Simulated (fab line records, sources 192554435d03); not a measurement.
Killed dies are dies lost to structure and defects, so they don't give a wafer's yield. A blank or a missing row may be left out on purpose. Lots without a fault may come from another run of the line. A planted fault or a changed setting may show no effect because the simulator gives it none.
A struck lot beside a sound one | flow n5_finfet | 34 steps out of a route of 1938
Sound: wafers L221.1, L221.3, L221.6. Struck: wafers L219.2, L219.3, L219.6. The cause comes at the end.
At each step with rows: each side's tool, then ch and its chambers, then its first start. Under that, the readings that differ: sound wafers | struck wafers | difference of the means | sigmas: that difference in standard deviations of wafers without a fault.
alike: readings whose means differ by less than 2 such deviations, and words and numbers that are the same on both sides. not compared: withheld readings, readings that some wafer has no value for, bounds like >300 that may hide the same value, and numbers for which the record gives no deviation and whose values overlap.
The two part at a step that has a row with sigmas, a row that says differs or no value, or rows on one side only. Numbers that don't overlap but have no deviation are shown without sigmas and don't part them. A reading that every wafer of one side lacks parts them only if that side has two wafers or more.

first, 9 steps without rows for these wafers: N5_BEOL_M10_EXPOSE_25 (exposes mask V9); N5_BEOL_M10_PEB_26 (peb time 60 s); N5_BEOL_M10_DEVELOP_27 (develop time 30 s); N5_BEOL_M10_DESCUM_33 (chemistry O2, time 7.9 s); N5_BEOL_M10_ETCH_65 (etches SiARC in CF4, target depth 39 nm, time 65 s); N5_BEOL_M10_ETCH_66 (etches SOC in N2/H2, target depth 120 nm, overetch 24 nm, time 180 s); N5_BEOL_M10_STRIP_69 (strips in N2/H2); N5_BEOL_M10_VIA_ETCH_34 (etches SiCOH lowk in C4F6/O2, target depth 184.5 nm, time 69.2 s); N5_BEOL_M10_STRIP_73 (strips in C4F6/O2).
N5_BEOL_M10_STRIP_36: strips in N2/H2.
  sound on rie_diel-02 ch 2,3, day 13 16:09; struck on rie_diel-05 ch 0,2, day 13 04:32
  alike: drypump_motor_current_A, oes_product_au, rf_vpp_V, showerhead_plenum_p_Torr, throttle_valve_pct
  not compared: rf_hours_counter_h
then, 23 steps without rows for these wafers: N5_BEOL_M10_TRENCH_ETCH_37 (etches SiCOH lowk in C4F6/O2, target depth 148.83 nm, time 48 s); N5_BEOL_M10_ETCH_41 (etches SiCN in CH3F/O2, target depth 42.6 nm, time 86 s); N5_BEOL_M10_STRIP_77 (strips in N2/H2, time 10 s); N5_BEOL_M10_HM_STRIP_39 (strips TiN in peroxide tin strip, target depth 25 nm, time 158 s); N5_BEOL_M10_SRD_40 (time 30 s); N5_BEOL_M10_PRECLEAN_42 (cleans in residue remover, time 60 s); N5_BEOL_M10_SRD_43 (time 30 s); N5_BEOL_M10_CURE_72 (cures SiCOH lowk, time 120 s); N5_BEOL_M10_DEGAS_44 (time 60 s); N5_BEOL_M10_PRE_CLEAN_45 (time 30 s); N5_BEOL_M10_ALD_74 (deposits TaN, target thk 2 nm, pulse time 2 s, purge time 3 s); N5_BEOL_M10_SURFACE_TREAT_76; N5_BEOL_M10_CVD_75 (deposits Co from CCTBA/H2, target thk 2 nm, time 138.9 s); N5_BEOL_M10_SPUTTER_48 (material Cu, target thk 12 nm, time 2 s); N5_BEOL_M10_ECD_50 (material Cu, target thk 318 nm); N5_BEOL_M10_ANNEAL_51 (time 90 s); N5_BEOL_M10_CMP_52 (polishes, stops on SiCOH lowk, t overpolish 7 s, target thk 140 nm); N5_BEOL_M10_PRE_CLEAN_55 (time 15 s); N5_BEOL_M10_DEP_56 (deposits SiCN from 3MS/NH3, target thk 15 nm, time 26.5 s); N5_BEOL_M11_ILD_DEP_00 (deposits SiCOH lowk from DEMS/porogen, target thk 308.51 nm, time 58 s); N5_BEOL_M11_CURE_71 (cures SiCOH lowk, time 240 s); N5_BEOL_M11_PECVD_70 (deposits SiO2 from TEOS/O2, target thk 20 nm, time 22.7 s); N5_BEOL_M11_HM_DEP_02 (deposits TiN, target thk 20 nm).
-- the record jumps here: 2 days lie between the struck wafers' starts before and after (it left off in module BEOL_M11 and takes up again in module PASSIVATION, whose first step shown is number 1936 of the route) --
N5_PASSIVATION_PROBE_49:
  sound on prober-02, day 15 23:08; struck on prober-02, day 15 06:56
  reading                  | sound          | struck         | difference | sigmas
  defect_limited_yield (%) | 91.4 90.0 92.1 | 87.6 85.2 86.6 | -4.7       | -3
  killed_at_M4_up          | 18 17 19       | 72 92 100      | +70        | +13
  killed_dies              | 101 118 93     | 146 175 158    | +56        | +3
  killed_on_rim            | 13 18 13       | 30 27 24       | +12        | +3
  sort_bin_5_function (%)  | 5.0 5.6 4.2    | 7.1 8.7 7.9    | +3.0       | +3
  sort_n_pass              | 1079 1062 1087 | 1034 1005 1022 | -56        | -3
  sort_yield_pct (%)       | 91.4 90.0 92.1 | 87.6 85.2 86.6 | -4.7       | -3
  alike: killed_at_M0_to_M3, killed_at_contacts, killed_at_front_end, killed_at_other, killed_open, killed_short, sort_bin_6_memory

WHERE THEY PART
Only at N5_PASSIVATION_PROBE_49, within this record.

WHY: what the simulator had put in
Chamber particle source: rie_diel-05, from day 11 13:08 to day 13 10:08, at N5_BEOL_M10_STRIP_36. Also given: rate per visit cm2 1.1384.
